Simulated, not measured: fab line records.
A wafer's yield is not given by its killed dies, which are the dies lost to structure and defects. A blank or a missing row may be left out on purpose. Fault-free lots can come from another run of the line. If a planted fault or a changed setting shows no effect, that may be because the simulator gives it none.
fab line records	flow n5-finfet
record: lots: 6	wafers: 18	last-day: 16
route steps=1938 shown BEOL_M15@1789
lots that met no fault: from a run of the same line without faults
start-h: hours from the record's opening day to when the first of the lot's shown wafers began	wait-h: how many hours have passed since the lot's step before this one	" identical to the entry in the row above	L1.1+2: several wafers, shown together as one row	- no value present, or no start provided	* or withheld: withheld	< > ~ a bound
route shown NAME@n: names a module that has steps shown in the file, with the first one's number in the route	usual: mean/standard deviation taken from wafers without a fault	same: alike in all rows	chamber/n: place in a boat	sites: the reading at each site	_std_site: standard deviation of those values	_edge_site: mean of outer sites minus mean of inner sites	radius-mm: how far each site lies from the wafer's centre	mask NAME#n: copy n	behind: the tool/chamber that last shaped the wafer	hold: why the lot went on hold/how many hours it stayed there/how the hold came to an end	device: the n, p or np transistor that did not switch	end of line: the tests these same wafers got at the end of their route	where a step has no rows: the recipe by itself	killed: dies lost to structure and defects at the first sort, not the wafer's yield	map: shows each die of a wafer: x if killed, . if not, _ if none is there
set.NAME: the run value of the setting; set.NAME@STEP: its run value at that earlier step	model.NAME: the simulator's own value behind a step, which no gauge read
a table for each step, a row for each wafer; lots at some steps of the route
services: when a tool's chamber went out of use (start-h, in hours from the record's first day, below 0 if earlier), for how many hours, and the reason
== steps ==
step: N5_BEOL_M15_STRIP_63
recipe: chemistry: O2	power-w: 600	temp-c: 60	pressure-mtorr: 30	rf-frequency-hz: 6e+07	bias-power-w: 0	overash-fraction: 0.3	o2-flow-sccm: 225
step: N5_BEOL_M15_STRIP_64
recipe: chemistry: O2	power-w: 600	temp-c: 60	pressure-mtorr: 30	rf-frequency-hz: 6e+07	bias-power-w: 0	overash-fraction: 0.3	o2-flow-sccm: 225
usual: drypump-motor-current-A: 5.7/0.45	oes-product-au: 0.81/0.087	rf-vpp-V: 3.6/0.47	showerhead-plenum-p-Torr: 2.11/0.085	throttle-valve-pct: 16.74/0.23
lot.wafer	tool	chamber	start-h	wait-h	drypump-motor-current-A	oes-product-au	rf-hours-counter-h	rf-vpp-V	showerhead-plenum-p-Torr	throttle-valve-pct
L660.3	rie-diel-05	3	-	-	5.9	0.82	72	3.1	2.22	16.53
L660.4	"	3	"	"	5.9	0.83	-	4.6	2.21	16.54
L660.5	"	1	"	"	6.3	0.69	-	3.5	2.08	17.03
L661.1	rie-diel-04	2	-	-	6.2	0.81	74	4.6	2.19	16.84
L661.2	"	1	"	"	5.2	1.01	2	3.1	2.04	16.39
L661.3	"	0	"	"	4.8	0.86	43	4.5	2.23	16.55
L671.2	rie-diel-04	2	-	-	6.1	0.79	91	3.7	2.19	16.85
L671.3	"	0	"	"	4.8	0.83	61	3.6	2.22	16.59
L671.4	"	0	"	"	4.8	0.83	-	3.6	2.22	16.57
L672.2	rie-diel-05	2	-	-	5.5	0.76	142	3.4	2.01	16.81
L672.4	"	1	"	"	6.3	0.68	241	3.8	2.07	17.06
L672.5	"	0	"	"	5.4	0.91	-	3.5	2.22	16.44
L674.1	rie-diel-05	2	-	-	5.5	0.76	146	3.4	2.01	16.81
L674.3	"	3	"	"	5.9	0.80	100	3.9	2.20	16.58
L674.4	"	0	"	"	5.4	0.91	21	2.8	2.22	16.44
L677.2	rie-diel-05	2	-	-	5.5	0.76	146	3.5	2.01	16.82
L677.3	"	1	"	"	6.3	0.67	245	3.1	2.07	17.08
L677.5	"	0	"	"	5.4	0.91	-	3.7	2.22	16.46
step: N5_BEOL_M15_STRIP_65
recipe: chemistry: post-etch-residue-remover	time-s: 60	temp-c: 25	remover-ph: withheld	remover-water-wt-pct: withheld	remover-fluoride-wt-pct: withheld
step: N5_BEOL_M15_SRD_66
recipe: time-s: 30	temp-c: 23	rinse-liquid: diw	dry: n2-spin	spin-rpm: 1500	dry-time-s: 30
step: N5_BEOL_M15_CD_MEAS_17
recipe: target-cd-nm: 360	polarity: opening
usual: cd-nm: 360.1/1.9
lot.wafer	tool	chamber	start-h	wait-h	cd-nm
L660.3	cd-sem-02	-	279.06	0.0	360.7
L660.4	"	-	"	"	360.1
L660.5	"	-	"	"	358.3
L661.1	cd-sem-02	-	293.29	0.0	360.3
L661.2	"	-	"	"	360.4
L661.3	"	-	"	"	357.9
L671.2	cd-sem-03	-	353.44	0.0	358.0
L671.3	"	-	"	"	360.6
L671.4	"	-	"	"	357.3
L672.2	cd-sem-02	-	354.85	0.0	358.6
L672.4	"	-	"	"	361.8
L672.5	"	-	"	"	357.3
L674.1	cd-sem-01	-	364.80	0.0	361.4
L674.3	"	-	"	"	363.7
L674.4	"	-	"	"	360.9
L677.2	cd-sem-02	-	366.15	0.0	359.3
L677.3	"	-	"	"	363.3
L677.5	"	-	"	"	360.7
step: N5_BEOL_M15_COAT_56
recipe: resist: SOC	temp-c: 250	time-s: 60	spin-rpm: 1500	resist-thk-nm: 550
step: N5_BEOL_M15_ETCH_57
recipe: chemistry: N2/H2	target: SOC	source-w: 3000	bias-w: 350	time-s: 750	ion-energy-ev: 200	pressure-mtorr: 30	n2-flow-sccm: 200	h2-flow-sccm: 200
usual: drypump-motor-current-A: 5.6/0.44	n2-flow-sccm: 200.0/0.63	oes-product-au: 0.82/0.083	rf-vpp-V: 524/3.1	showerhead-plenum-p-Torr: 2.56/0.1	throttle-valve-pct: 17.92/0.21
lot.wafer	tool	chamber	start-h	wait-h	drypump-motor-current-A	n2-flow-sccm	oes-product-au	rf-hours-counter-h	rf-vpp-V	showerhead-plenum-p-Torr	throttle-valve-pct
L660.3	rie-diel-04	3	279.16	-	6.2	199.6	0.77	152	520	2.46	18.23
L660.4	"	0	"	"	4.8	201.2	0.87	-	528	2.71	17.60
L660.5	"	3	"	"	6.2	199.4	0.76	-	521	2.46	18.26
L661.1	rie-diel-02	3	293.45	-	5.7	200.4	0.87	56	521	2.50	18.00
L661.2	"	0	"	"	5.7	199.2	0.69	226	523	2.52	18.09
L661.3	"	1	"	"	5.1	200.0	0.87	46	523	2.48	17.87
L671.2	rie-diel-05	0	353.79	-	5.4	200.3	0.91	18	530	2.73	17.82
L671.3	"	2	"	"	5.5	200.1	0.76	142	520	2.44	17.91
L671.4	"	3	"	"	5.9	200.8	0.81	96	530	2.68	17.72
L672.2	rie-diel-02	3	355.12	-	5.8	200.3	0.85	77	521	2.49	18.03
L672.4	"	1	"	"	5.1	201.5	0.86	-	522	2.47	17.91
L672.5	"	0	"	"	5.7	201.1	0.68	-	523	2.51	18.13
L674.1	rie-diel-02	0	364.91	-	5.8	199.8	0.68	252	522	2.51	18.12
L674.3	"	1	"	"	5.1	198.6	0.85	70	525	2.47	17.92
L674.4	"	0	"	"	5.8	200.0	0.67	-	523	2.51	18.13
L677.2	rie-diel-02	1	366.48	-	5.1	199.7	0.85	71	522	2.47	17.92
L677.3	"	3	"	"	5.7	200.7	0.85	82	521	2.48	18.03
L677.5	"	0	"	"	5.8	200.3	0.68	-	523	2.51	18.13
step: N5_BEOL_M15_COAT_60
recipe: resist: BARC	temp-c: 205	time-s: 60	spin-rpm: 1500	resist-thk-nm: 89
step: N5_BEOL_M15_COAT_22
recipe: spin-rpm: 1704	resist-thk-nm: 800
step: N5_BEOL_M15_EBR_24
recipe: solvent: PGMEA	ebr-width-mm: 1.5
step: N5_BEOL_M15_SOFTBAKE_23
recipe: temp-c: 130	time-s: 60
step: N5_BEOL_M15_EXPOSE_25
recipe: mask-id: M15	na: 0.8	source-shape: annular	sigma-inner: 0.5	sigma-outer: 0.8	polarization: unpolarized	target-cd-nm: 400	dose-mj: 35.5
step: N5_BEOL_M15_PEB_26
recipe: peb-temp-c: 130	peb-time-s: 90
usual: exhaust-pa: 45.0/0.87	heater-power-total-W: 172.5/0.78	plate-temp-C: 130.05/0.13
lot.wafer	tool	chamber	start-h	wait-h	exhaust-pa	heater-power-total-W	plate-temp-C
L660.3	litho-track-02	0	279.94	0.0	45.1	172.9	129.96
L660.4	"	0	"	"	44.6	173.7	130.05
L660.5	"	0	"	"	45.6	172.0	130.08
L661.1	litho-track-03	0	294.24	0.1	46.5	172.7	130.19
L661.2	"	0	"	"	45.5	171.3	129.93
L661.3	"	0	"	"	46.2	172.0	130.05
L671.2	litho-track-02	0	354.45	0.0	46.2	163.6	125.19
L671.3	"	0	"	"	45.8	164.3	125.21
L671.4	"	0	"	"	45.9	163.6	125.31
L672.2	litho-track-02	0	355.78	0.0	46.6	164.9	124.94
L672.4	"	0	"	"	45.8	163.7	125.11
L672.5	"	0	"	"	45.5	163.7	125.06
L674.1	litho-track-01	0	365.69	0.1	44.8	172.8	130.04
L674.3	"	0	"	"	45.2	171.7	130.12
L674.4	"	0	"	"	45.2	173.2	130.12
L677.2	litho-track-03	0	367.14	0.0	43.5	171.1	130.19
L677.3	"	0	"	"	44.0	171.7	129.93
L677.5	"	0	"	"	43.2	172.7	129.95
step: N5_BEOL_M15_DEVELOP_27
recipe: develop-time-s: 45	rinse-liquid: diw	dry: air-spin	dev-temp-c: 21
step: N5_BEOL_M15_HARDBAKE_32
recipe: temp-c: 130	time-s: 120
step: N5_BEOL_M15_CD_MEAS_28
recipe: target-cd-nm: 407.6	landing-energy-ev: 500	detector: se-inlens
usual: cd-nm: 407.6/1.5
lot.wafer	tool	chamber	start-h	wait-h	cd-nm
L660.3	cd-sem-01	0	280.06	-	406.6
L660.4	"	0	"	"	405.7
L660.5	"	0	"	"	405.7
L661.1	cd-sem-01	0	294.35	-	406.4
L661.2	"	0	"	"	406.0
L661.3	"	0	"	"	408.1
L671.2	cd-sem-02	0	354.56	-	381.5
L671.3	"	0	"	"	381.3
L671.4	"	0	"	"	381.4
L672.2	cd-sem-03	0	355.90	-	385.7
L672.4	"	0	"	"	387.2
L672.5	"	0	"	"	386.0
L674.1	cd-sem-01	0	365.80	-	408.1
L674.3	"	0	"	"	407.4
L674.4	"	0	"	"	408.8
L677.2	cd-sem-02	0	367.26	-	407.3
L677.3	"	0	"	"	405.3
L677.5	"	0	"	"	407.7
step: N5_BEOL_M15_OVL_MEAS_29
recipe: points-per-wafer: 44
usual: M15_OVL: 0/5.1
lot.wafer	tool	chamber	start-h	wait-h	M15_OVL[nm]
L660.3	overlay-01	0	280.09	0.0	0
L660.4	"	0	"	"	-6
L660.5	"	0	"	"	2
L661.1	overlay-02	0	294.38	0.0	-1
L661.2	"	0	"	"	4
L661.3	"	0	"	"	-6
L671.2	overlay-02	0	354.59	0.0	10
L671.3	"	0	"	"	2
L671.4	"	0	"	"	11
L672.2	overlay-02	0	355.93	0.0	5
L672.4	"	0	"	"	8
L672.5	"	0	"	"	4
L674.1	overlay-02	0	365.84	0.0	-3
L674.3	"	0	"	"	1
L674.4	"	0	"	"	-2
L677.2	overlay-01	0	367.29	0.0	-2
L677.3	"	0	"	"	2
L677.5	"	0	"	"	-7
step: N5_BEOL_M15_INSPECT_30
recipe: mode: adi	inspect-instrument: macro
usual: raw-defect-count: 1.9/1.2
lot.wafer	tool	chamber	start-h	wait-h	raw-defect-count
L660.3	defect-inspect-02	-	280.11	0.0	2
L660.4	"	-	"	"	2
L660.5	"	-	"	"	1
L661.1	defect-inspect-02	-	294.41	0.0	1
L661.2	"	-	"	"	2
L661.3	"	-	"	"	1
L671.2	defect-inspect-01	-	354.61	0.0	2
L671.3	"	-	"	"	1
L671.4	"	-	"	"	3
L672.2	defect-inspect-01	-	355.95	0.0	0
L672.4	"	-	"	"	2
L672.5	"	-	"	"	1
L674.1	defect-inspect-01	-	365.86	0.0	1
L674.3	"	-	"	"	1
L674.4	"	-	"	"	0
L677.2	defect-inspect-02	-	367.31	0.0	4
L677.3	"	-	"	"	1
L677.5	"	-	"	"	1
step: N5_BEOL_M15_DESCUM_33
recipe: chemistry: O2	time-s: 7.9	source-power-w: 50	bias-power-w: 20	pressure-mtorr: 20	rf-frequency-hz: 2.712e+07	temp-c: 40	o2-flow-sccm: 225
usual: drypump-motor-current-A: 5.6/0.48	oes-product-au: 0.82/0.083	rf-vpp-V: 243.3/1.6	showerhead-plenum-p-Torr: 2.10/0.086	throttle-valve-pct: 20.51/0.23
lot.wafer	tool	chamber	start-h	wait-h	drypump-motor-current-A	oes-product-au	rf-hours-counter-h	rf-vpp-V	showerhead-plenum-p-Torr	throttle-valve-pct	model.BEOL_M15.cd-nm
L660.3	rie-diel-05	3	280.14	0.0	5.9	0.84	72	245.5	2.21	20.32	406.2
L660.4	"	2	"	"	5.5	0.80	-	241.1	2.02	20.57	406
L660.5	"	3	"	"	5.9	0.84	-	244.4	2.21	20.32	405.8
L661.1	rie-diel-04	2	294.69	0.3	6.1	0.81	74	244.6	2.19	20.58	406.4
L661.2	"	3	"	"	6.2	0.76	157	240.4	2.02	20.90	406.2
L661.3	"	0	"	"	4.8	0.84	44	244.2	2.22	20.31	408
L671.2	rie-diel-02	3	354.74	0.1	5.7	0.84	77	242.4	2.03	20.48	381.8
L671.3	"	1	"	"	5.1	0.85	65	240.1	2.03	20.48	381.6
L671.4	"	0	"	"	5.7	0.67	-	242.3	2.07	20.81	381.4
L672.2	rie-diel-05	2	355.99	0.0	5.5	0.77	143	241.2	2.01	20.60	385.4
L672.4	"	3	"	"	5.9	0.81	97	244.8	2.20	20.36	387
L672.5	"	2	"	"	5.5	0.76	-	242.1	2.01	20.59	386
L674.1	rie-diel-04	2	366.00	0.1	6.2	0.78	95	245.0	2.18	20.59	408
L674.3	"	1	"	"	5.2	0.93	26	241.0	2.03	20.19	407.4
L674.4	"	0	"	"	4.8	0.83	66	243.7	2.22	20.34	408.8
L677.2	rie-diel-04	0	367.37	0.1	4.8	0.82	67	245.9	2.22	20.35	407.4
L677.3	"	2	"	"	6.1	0.79	96	244.6	2.18	20.62	404.8
L677.5	"	3	"	"	6.2	0.75	-	241.0	2.02	20.92	408.2
step: N5_BEOL_M15_ETCH_61
recipe: chemistry: N2/H2	target: BARC	target-depth-a: 890	overetch-a: 267	time-s: 67.9	ion-energy-ev: 200	pressure-mtorr: 30	source-w: 840	bias-w: 150	n2-flow-sccm: 200	h2-flow-sccm: 200
step: N5_BEOL_M15_TRENCH_ETCH_34
recipe: chemistry: C4F8/O2/Ar	target: SiO2	target-depth-a: 8729.3	he-inner-torr: 15	he-outer-torr: 30	time-s: 199	ion-energy-ev: 800	pressure-mtorr: 20	source-w: 1905	bias-w: 2040	Ar_flow_sccm: 400	C4F8_flow_sccm: 16	O2_flow_sccm: 12
usual: O2_flow_sccm: 12.00/0.035	drypump-motor-current-A: 5.6/0.48	oes_f_703_au: 0.80/0.076	oes-product-au: 0.81/0.082	rf-vpp-V: 2236/34	showerhead-plenum-p-Torr: 3.46/0.13	throttle-valve-pct: 31.02/0.24
lot.wafer	tool	chamber	start-h	wait-h	O2_flow_sccm	drypump-motor-current-A	oes_f_703_au	oes-product-au	rf-hours-counter-h	rf-vpp-V	showerhead-plenum-p-Torr	throttle-valve-pct
L660.3	rie-diel-05	3	280.23	0.0	12.00	5.9	0.81	0.84	72	2231	3.61	30.83
L660.4	"	2	"	"	11.97	5.5	0.77	0.79	-	2193	3.33	31.15
L660.5	"	3	"	"	11.97	5.9	0.82	0.83	-	2230	3.61	30.83
L661.1	rie-diel-04	2	294.78	0.0	12.02	6.1	0.81	0.81	74	2284	3.61	31.22
L661.2	"	3	"	"	11.94	6.2	0.74	0.75	157	2199	3.32	31.42
L661.3	"	0	"	"	12.03	4.8	0.84	0.86	44	2244	3.63	30.70
L671.2	rie-diel-02	3	354.83	0.0	12.00	5.8	0.84	0.85	77	2230	3.34	31.08
L671.3	"	1	"	"	11.99	5.1	0.84	0.86	65	2243	3.37	31.32
L671.4	"	0	"	"	12.06	5.7	0.68	0.69	-	2246	3.39	31.12
L672.2	rie-diel-05	2	356.07	0.0	12.02	5.5	0.75	0.76	143	2191	3.31	31.17
L672.4	"	3	"	"	12.02	5.9	0.78	0.80	97	2229	3.60	30.85
L672.5	"	2	"	"	11.98	5.5	0.75	0.75	-	2193	3.31	31.17
L674.1	rie-diel-04	2	366.08	0.0	11.96	6.1	0.79	0.79	95	2283	3.60	31.24
L674.3	"	1	"	"	12.03	5.2	0.89	0.92	26	2208	3.38	30.87
L674.4	"	0	"	"	12.02	4.8	0.81	0.83	66	2242	3.61	30.71
L677.2	rie-diel-04	0	367.45	0.0	11.94	4.8	0.82	0.83	67	2244	3.61	30.75
L677.3	"	2	"	"	11.94	6.1	0.77	0.79	96	2282	3.60	31.24
L677.5	"	3	"	"	11.98	6.2	0.73	0.74	-	2198	3.31	31.47
step: N5_BEOL_M15_STRIP_36
recipe: chemistry: O2	power-w: 600	temp-c: 60	pressure-mtorr: 30	rf-frequency-hz: 6e+07	bias-power-w: 0	overash-fraction: 0.3	o2-flow-sccm: 225
usual: drypump-motor-current-A: 5.6/0.49	oes-product-au: 0.82/0.083	rf-vpp-V: 3.7/0.94	showerhead-plenum-p-Torr: 2.11/0.087	throttle-valve-pct: 16.73/0.23
lot.wafer	tool	chamber	start-h	wait-h	drypump-motor-current-A	oes-product-au	rf-hours-counter-h	rf-vpp-V	showerhead-plenum-p-Torr	throttle-valve-pct
L660.3	rie-diel-05	3	281.31	0.9	5.9	0.82	73	3.7	2.21	16.52
L660.4	"	3	"	"	5.9	0.82	-	4.4	2.21	16.56
L660.5	"	1	"	"	6.3	0.70	-	2.9	2.08	17.00
L661.1	rie-diel-04	1	298.88	3.9	5.2	0.99	5	3.0	2.04	16.36
L661.2	"	2	"	"	6.1	0.81	76	4.0	2.19	16.83
L661.3	"	0	"	"	4.8	0.85	45	4.8	2.23	16.54
L671.2	rie-diel-05	1	355.26	0.2	6.3	0.67	242	3.5	2.07	17.06
L671.3	"	2	"	"	5.5	0.76	143	4.1	2.01	16.81
L671.4	"	3	"	"	5.9	0.81	97	3.0	2.21	16.59
L672.2	rie-diel-05	1	357.77	1.5	6.3	0.69	242	4.3	2.07	17.04
L672.4	"	0	"	"	5.4	0.92	19	5.5	2.22	16.46
L672.5	"	2	"	"	5.5	0.77	-	2.4	2.01	16.82
L674.1	rie-diel-02	0	367.70	1.4	5.8	0.68	254	3.0	2.07	17.10
L674.3	"	3	"	"	5.7	0.83	83	3.5	2.03	16.68
L674.4	"	3	"	"	5.7	0.85	-	4.9	2.03	16.69
L677.2	rie-diel-04	1	368.02	0.4	5.2	0.93	26	3.0	2.04	16.41
L677.3	"	0	"	"	4.8	0.83	67	3.1	2.22	16.62
L677.5	"	1	"	"	5.2	0.92	-	3.3	2.04	16.42
step: N5_BEOL_M15_STRIP_62
recipe: chemistry: O2	power-w: 600	temp-c: 60	pressure-mtorr: 30	rf-frequency-hz: 6e+07	bias-power-w: 0	overash-fraction: 0.3	o2-flow-sccm: 225
step: N5_BEOL_M15_STRIP_37
recipe: chemistry: O2	power-w: 600	temp-c: 60	pressure-mtorr: 30	rf-frequency-hz: 6e+07	bias-power-w: 0	overash-fraction: 0.3	o2-flow-sccm: 225
usual: drypump-motor-current-A: 5.6/0.5	oes-product-au: 0.82/0.084	rf-vpp-V: 3.7/0.65	showerhead-plenum-p-Torr: 2.11/0.087	throttle-valve-pct: 16.73/0.23
lot.wafer	tool	chamber	start-h	wait-h	drypump-motor-current-A	oes-product-au	rf-hours-counter-h	rf-vpp-V	showerhead-plenum-p-Torr	throttle-valve-pct
L660.3	rie-diel-05	3	-	-	5.9	0.82	73	3.5	2.21	16.53
L660.4	"	3	"	"	5.9	0.83	-	4.3	2.21	16.55
L660.5	"	1	"	"	6.3	0.69	-	3.8	2.08	17.03
L661.1	rie-diel-04	1	-	-	5.2	1.01	5	3.6	2.04	16.38
L661.2	"	2	"	"	6.1	0.81	76	3.8	2.19	16.84
L661.3	"	0	"	"	4.8	0.87	45	3.2	2.23	16.56
L671.2	rie-diel-05	1	-	-	6.3	0.67	242	3.3	2.07	17.07
L671.3	"	2	"	"	5.5	0.76	143	3.7	2.01	16.82
L671.4	"	3	"	"	5.9	0.80	97	3.0	2.21	16.57
L672.2	rie-diel-05	1	-	-	6.3	0.67	242	5.1	2.07	17.06
L672.4	"	0	"	"	5.4	0.91	19	2.8	2.22	16.45
L672.5	"	2	"	"	5.5	0.76	-	3.7	2.01	16.81
L674.1	rie-diel-02	0	-	-	5.7	0.68	254	4.6	2.07	17.11
L674.3	"	3	"	"	5.7	0.84	83	4.0	2.03	16.70
L674.4	"	3	"	"	5.7	0.84	-	5.1	2.03	16.69
L677.2	rie-diel-04	1	-	-	5.2	0.94	27	3.9	2.04	16.44
L677.3	"	0	"	"	4.8	0.83	67	3.6	2.22	16.58
L677.5	"	1	"	"	5.2	0.94	-	3.8	2.04	16.44
step: N5_BEOL_M15_ETCH_38
recipe: chemistry: CF4/N2	target: SiCN	target-depth-a: 1064	taper-deg: 2	time-s: 120.5	ion-energy-ev: 150	mask-material: SiO2	pressure-mtorr: 40	source-w: 430	bias-w: 70	Ar_flow_sccm: 100	cf4-flow-sccm: 60	n2-flow-sccm: 60
usual: drypump-motor-current-A: 5.6/0.49	n2-flow-sccm: 59.98/0.18	oes-product-au: 0.81/0.084	rf-vpp-V: 382.8/2.2	showerhead-plenum-p-Torr: 2.23/0.089	throttle-valve-pct: 15.49/0.22
lot.wafer	tool	chamber	start-h	wait-h	drypump-motor-current-A	n2-flow-sccm	oes-product-au	rf-hours-counter-h	rf-vpp-V	showerhead-plenum-p-Torr	throttle-valve-pct	model.BEOL_M15.cd-nm
L660.3	rie-diel-05	3	-	-	5.9	60.25	0.82	73	384.9	2.33	15.30	397.4
L660.4	"	3	"	"	5.9	60.17	0.83	-	386.3	2.33	15.28	396.8
L660.5	"	1	"	"	6.3	59.69	0.67	-	382.7	2.18	15.73	397.4
L661.1	rie-diel-04	1	-	-	5.2	60.04	0.98	5	381.1	2.16	15.18	399.4
L661.2	"	2	"	"	6.2	59.72	0.80	76	385.2	2.33	15.72	396.2
L661.3	"	0	"	"	4.8	59.80	0.85	45	384.1	2.33	15.29	400.8
L671.2	rie-diel-05	1	-	-	6.3	60.08	0.66	242	381.2	2.17	15.81	375
L671.3	"	2	"	"	5.5	59.97	0.77	143	380.8	2.13	15.59	373.4
L671.4	"	3	"	"	5.9	59.69	0.80	97	385.4	2.32	15.34	373
L672.2	rie-diel-05	1	-	-	6.3	59.89	0.65	242	381.4	2.17	15.79	376.8
L672.4	"	0	"	"	5.4	59.93	0.92	19	385.2	2.34	15.23	378.2
L672.5	"	2	"	"	5.5	60.12	0.76	-	380.5	2.13	15.59	378
L674.1	rie-diel-02	0	-	-	5.7	59.80	0.68	254	382.3	2.17	15.83	399.6
L674.3	"	3	"	"	5.7	60.14	0.84	83	380.8	2.14	15.46	399
L674.4	"	3	"	"	5.7	60.27	0.84	-	381.0	2.14	15.47	400.6
L677.2	rie-diel-04	1	-	-	5.2	60.02	0.90	27	381.9	2.16	15.24	397.6
L677.3	"	0	"	"	4.8	60.04	0.83	67	386.2	2.32	15.36	396.8
L677.5	"	1	"	"	5.2	60.04	0.91	-	381.6	2.15	15.23	399
step: N5_BEOL_M15_PRECLEAN_39
recipe: chemistry: residue-remover	time-s: 60	temp-c: 40
== services ==
tool	chamber	start-h	hours	kind
rie-diel-04	1	263.33	-	clean
rie-diel-04	1	263.33	-	consumable-replace:focus-ring
rie-diel-05	0	273.24	-	clean
rie-diel-05	0	273.24	-	consumable-replace:focus-ring
rie-diel-05	0	273.24	-	consumable-replace:showerhead
rie-diel-04	3	352.37	5.9	repair
== key ==
first-sign: step: N5_BEOL_M15_PEB_26	reading: plate-temp-C	direction: down	sigmas: 37	usual: *	struck: *
effect: step: N5_BEOL_M15_PEB_26	reading: heater-power-total-W	direction: down	sigmas: 11	usual: *	struck: *
effect: step: N5_BEOL_M15_CD_MEAS_28	reading: cd-nm	direction: down	sigmas: 16	usual: 407.6	struck: 383.8	through: control-loop
model-effect: step: N5_BEOL_M15_DESCUM_33	value: BEOL_M15.cd-nm	without: 408.8	struck: 383.9
model-effect: step: N5_BEOL_M15_ETCH_38	value: BEOL_M15.cd-nm	without: 400.6	struck: 375.7
met-at N5_BEOL_M15_PEB_26
struck-wafers L671.2,L671.3,L671.4,L672.2,L672.4,L672.5
loop-trim: step: N5_BEOL_M15_EXPOSE_25	setting: dose	lots: L672
onset-between 279.94 354.45
fault: kind: process-parameter-drift	tool: litho-track-02	chamber: -	onset-h: 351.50	steps: N5_BEOL_M15_PEB_26	channel: peb-temp-c	offset: *	shape: step	end-h: 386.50	acts-in: *	stated: *
loop-trim: a control loop set the setting to another value than it would have without faults
